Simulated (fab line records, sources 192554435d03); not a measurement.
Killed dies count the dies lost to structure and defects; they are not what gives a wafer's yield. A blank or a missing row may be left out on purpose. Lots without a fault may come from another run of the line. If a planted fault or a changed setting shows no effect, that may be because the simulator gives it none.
The same fault as seen by 2 desks -- flow n5Finfet -- numbers are kept per desk, each desk with only its own; the story behind them comes last

== THE METROLOGY DESK ==
Means of the sampled wafers that have a number, per lot and without regard to the tool the lot ran on: this is what the gauges read. A lot is out of limits, marked OUT, if its mean lies more than 4 standard deviations from the usual mean; the brackets give that distance.
Columns: A = M13_RS at N5_BEOL_M13_RS_MEAS_54, usual 0.0450 ohm/sq
lot,first seen here,A
L985,day 11 06:31,0.0449
L984,day 11 10:01,0.0450
L987,day 12 00:58,0.0458
L988,day 12 13:05,0.0447
L992,day 13 06:41,0.0431
L991,day 13 07:31,0.0447
L997,day 14 15:25,0.0450
L996,day 14 21:44,0.0441
L100,day 15 06:48,0.0449
L105,day 16 20:38,0.0445
This desk's finding: nothing out of limits on any of the 10 lots.

== THE TOOL OWNER'S DESK: pvdSputter-01 ==
The tool's own readings at N5_BEOL_M13_SPUTTER_43 (material TaN, target thk 15 nm, time 24.19 s): means of the sampled wafers that have a number, for each lot that ran on this tool. A lot is out of limits, marked OUT, if its mean lies more than 4 standard deviations from the usual mean; the brackets give that distance.
Columns: A = throttleValvePct at N5_BEOL_M13_SPUTTER_43, usual 29.8 %
lot,first seen here,A
L985,day 11 05:22,29.6
L992,day 13 05:32,29.9
L991,day 13 06:05,29.6
L996,day 14 20:11,29.8
This desk's finding: nothing out of limits on any of the 4 lots.

== PUT TOGETHER ==
From the metrology desk's view, nothing was out of limits.
The desk of the tool owner found nothing out of limits.

== WHAT THE SIMULATOR HAD INSERTED ==
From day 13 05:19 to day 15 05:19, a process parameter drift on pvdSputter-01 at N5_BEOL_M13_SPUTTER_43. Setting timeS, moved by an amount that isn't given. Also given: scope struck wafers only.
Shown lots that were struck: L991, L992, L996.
